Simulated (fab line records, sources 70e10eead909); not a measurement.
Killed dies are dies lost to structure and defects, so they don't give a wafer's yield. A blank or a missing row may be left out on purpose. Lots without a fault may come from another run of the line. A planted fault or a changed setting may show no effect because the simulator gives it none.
Which tool did it? | flow nand_harc | 12 lots, 36 wafers sampled, at 6 steps of a route of 1159

WHAT THE GAUGES READ, wafer by wafer
NHARC_P_GATE_CD_MEAS_26: target cd 120 nm.
lot  | measured     | on        | cd_nm (nm)
L806 | day 5 01:19  | cd_sem-03 | 119.0 119.9 119.0
L807 | day 5 08:35  | cd_sem-02 | 120.2 119.2 119.8
L808 | day 5 08:44  | cd_sem-02 | 120.3 119.6 120.3
L809 | day 6 06:24  | cd_sem-02 | 119.1 119.7 119.7
L811 | day 6 12:10  | cd_sem-02 | 120.0 119.8 119.8
L813 | day 6 15:56  | cd_sem-01 | 120.2 119.9 120.6
L816 | day 7 21:41  | cd_sem-01 | 121.1 120.5 121.6
L817 | day 7 21:50  | cd_sem-02 | 113.0 113.2 113.4 112.6 113.4 113.3
L818 | day 8 06:29  | cd_sem-02 | 113.5 114.0 114.1 113.5 114.2 113.6
L822 | day 8 23:26  | cd_sem-01 | 119.3 119.6 119.6
L825 | day 9 23:34  | cd_sem-01 | 119.8 120.8 120.5
L827 | day 10 04:55 | cd_sem-01 | 120.2 119.6 120.4

NHARC_P_GATE_INSPECT_28.
lot  | measured     | on                | raw_defect_count
L806 | day 5 01:26  | defect_inspect-02 | 9 6 6
L807 | day 5 08:43  | defect_inspect-01 | 11 6 6
L808 | day 5 08:53  | defect_inspect-02 | 0 9 3
L809 | day 6 06:32  | defect_inspect-02 | 13 6 7
L811 | day 6 12:17  | defect_inspect-01 | 6 6 7
L813 | day 6 16:03  | defect_inspect-01 | 7 9 9
L816 | day 7 21:48  | defect_inspect-02 | 8 7 5
L817 | day 8 03:01  | defect_inspect-01 | 2 6 5
L818 | day 8 09:50  | defect_inspect-01 | 3 5 6
L822 | day 8 23:34  | defect_inspect-02 | 9 13 8
L825 | day 9 23:41  | defect_inspect-01 | 7 4 1
L827 | day 10 05:02 | defect_inspect-02 | 7 7 3

NHARC_END_SORT_01.
lot  | measured     | on        | killed_at_array | killed_at_other | killed_at_periphery | killed_dies | killed_open | killed_short
L817 | day 23 22:01 | prober-02 | 37 33 26        | 0 0 0           | 1 1 1               | 38 34 27    | 2 1 2       | 3 2 0
L818 | day 24 07:00 | prober-02 | 15 32 22        | 0 0 1           | 4 3 2               | 19 35 25    | 2 5 3       | 1 5 1

WHICH TOOL RAN EACH LOT (tool, then ch and the chambers of the sampled wafers, then the start)
lot  | NHARC_P_GATE_PEB_24               | NHARC_P_GATE_ETCH_104              | NHARC_P_GATE_ETCH_32
L806 | litho_track-06 ch 0, day 5 01:14  | rie_diel-07 ch 2,3, day 5 01:35    | rie_si-06 ch 1,2, day 5 01:58
L807 | litho_track-06 ch 0, day 5 08:31  | rie_diel-07 ch 0,3, day 5 08:52    | rie_si-01 ch 0,3, day 5 09:24
L808 | litho_track-01 ch 0, day 5 08:40  | rie_diel-07 ch 0,3, day 5 09:07    | rie_si-01 ch 0,3, day 5 09:38
L809 | litho_track-06 ch 0, day 6 06:19  | rie_diel-07 ch 0,1, day 6 06:41    | rie_si-04 ch 1,2, day 6 07:04
L811 | litho_track-06 ch 0, day 6 12:05  | rie_diel-07 ch 1,2,3, day 6 12:26  | rie_si-06 ch 0,1,3, day 6 12:49
L813 | litho_track-01 ch 0, day 6 15:51  | rie_diel-07 ch 0,1,2, day 6 16:15  | rie_si-04 ch 0,2, day 6 16:39
L816 | litho_track-01 ch 0, day 7 21:36  | rie_diel-07 ch 2,3, day 7 21:57    | rie_si-01 ch 0,3, day 7 22:19
L817 | litho_track-01 ch 0, day 7 21:45  | rie_diel-01 ch 0,1,3, day 8 03:28  | rie_si-04 ch 1, day 8 03:51
L818 | litho_track-01 ch 0, day 8 06:24  | rie_diel-11 ch 0,2,3, day 8 10:00  | rie_si-04 ch 1, day 8 10:53
L822 | litho_track-04 ch 0, day 8 23:22  | rie_diel-07 ch 0,1,2, day 8 23:43  | rie_si-06 ch 0,1,3, day 9 00:13
L825 | litho_track-04 ch 0, day 9 23:29  | rie_diel-11 ch 0,3, day 9 23:50    | rie_si-01 ch 0,3, day 10 00:17
L827 | litho_track-06 ch 0, day 10 04:50 | rie_diel-11 ch 0,2,3, day 10 05:11 | rie_si-06 ch 0,1,2, day 10 05:34
- NHARC_P_GATE_PEB_24: peb time 65 s.
- NHARC_P_GATE_ETCH_104: etches the open film in CF4/CHF3, target depth 60 nm.
- NHARC_P_GATE_ETCH_32: etches the open film in HBr/Cl2, target depth 150 nm, time 100.1 s.

WHAT THE TOOLS THEMSELVES READ (means of the sampled wafers that have a number; where no wafer has one, the mark that the record gives instead)
NHARC_P_GATE_ETCH_104.
lot  | tool        | cf4_flow_sccm (sccm) | drypump_motor_current_A (A) | oes_product_au (a.u.) | rf_vpp_V (V) | showerhead_plenum_p_Torr (Torr) | throttle_valve_pct (%)
L806 | rie_diel-07 | 99.8                 | 5.65                        | 0.962                 | 371.0        | 1.60                            | 16.802
L807 | rie_diel-07 | 99.8                 | 5.64                        | 0.938                 | 370.2        | 1.57                            | 16.801
L808 | rie_diel-07 | 99.8                 | 5.73                        | 0.921                 | 369.7        | 1.55                            | 16.800
L809 | rie_diel-07 | 99.8                 | 5.87                        | 0.965                 | 368.7        | 1.51                            | 16.813
L811 | rie_diel-07 | 100.1                | 5.75                        | 0.927                 | 370.2        | 1.57                            | 16.802
L813 | rie_diel-07 | 99.9                 | 5.86                        | 0.939                 | 369.7        | 1.54                            | 16.798
L816 | rie_diel-07 | 100.2                | 5.73                        | 0.959                 | 371.1        | 1.60                            | 16.800
L817 | rie_diel-01 | 100.1                | 6.05                        | 0.949                 | 370.4        | 1.56                            | 16.807
L818 | rie_diel-11 | 100.3                | 5.59                        | 0.964                 | 370.2        | 1.54                            | 16.805
L822 | rie_diel-07 | 100.2                | 5.85                        | 0.927                 | 369.9        | 1.54                            | 16.801
L825 | rie_diel-11 | 99.9                 | 5.64                        | 0.959                 | 370.4        | 1.55                            | 16.806
L827 | rie_diel-11 | 100.0                | 5.56                        | 0.920                 | 371.1        | 1.62                            | 16.800

NHARC_P_GATE_ETCH_32.
lot  | tool      | drypump_motor_current_A (A) | oes_product_au (a.u.) | throttle_valve_pct (%)
L806 | rie_si-06 | 6.0                         | 1.006                 | 26.409
L807 | rie_si-01 | 5.4                         | 1.008                 | 26.407
L808 | rie_si-01 | 5.8                         | 0.991                 | 26.405
L809 | rie_si-04 | 5.3                         | 1.007                 | 26.398
L811 | rie_si-06 | 6.1                         | 1.004                 | 26.406
L813 | rie_si-04 | 5.3                         | 1.005                 | 26.402
L816 | rie_si-01 | 5.4                         | 0.994                 | 26.404
L817 | rie_si-04 | 5.5                         | 0.998                 | 26.400
L818 | rie_si-04 | 5.6                         | 1.000                 | 26.402
L822 | rie_si-06 | 6.1                         | 0.991                 | 26.412
L825 | rie_si-01 | 5.4                         | 0.992                 | 26.402
L827 | rie_si-06 | 5.9                         | 0.994                 | 26.393

THE ANSWER, worked out from the rows above alone
Rule: what is usual is taken from the lots themselves. Put in order of their means at a reading, lots are off if they are a third of the lots or fewer, leave a main group of 4 or more, and stand apart from it by a gap of 3 or more times the standard deviation of the main group's means; of several such gaps the widest counts. A main group whose means are all the same, to the digits that the tables above print for the reading, isn't used. A lot without any number at a reading at which 4 lots or more have one is off too. The other lots that the step has rows for count as sound. The gauges are gone through in route order, then the tools' own readings, and for those a lot's mean is taken as printed above. The first step at which some lot is off is used, and at that step the reading that is off furthest; a lot without a number counts as furthest.
Off: L817, L818, at NHARC_P_GATE_CD_MEAS_26 (cd_nm). The main group: mean 120.0 nm, standard deviation 0.49.
A tool fits if, at a process step before that reading, it ran every lot that is off, and no sound lot after the first of them. The gauges at NHARC_P_GATE_CD_MEAS_26 are tried like those tools. Can't be told from this: 2 tools fit, litho_track-01 at NHARC_P_GATE_PEB_24, cd_sem-02 at NHARC_P_GATE_CD_MEAS_26.

WHAT THE SIMULATOR HAD PUT IN
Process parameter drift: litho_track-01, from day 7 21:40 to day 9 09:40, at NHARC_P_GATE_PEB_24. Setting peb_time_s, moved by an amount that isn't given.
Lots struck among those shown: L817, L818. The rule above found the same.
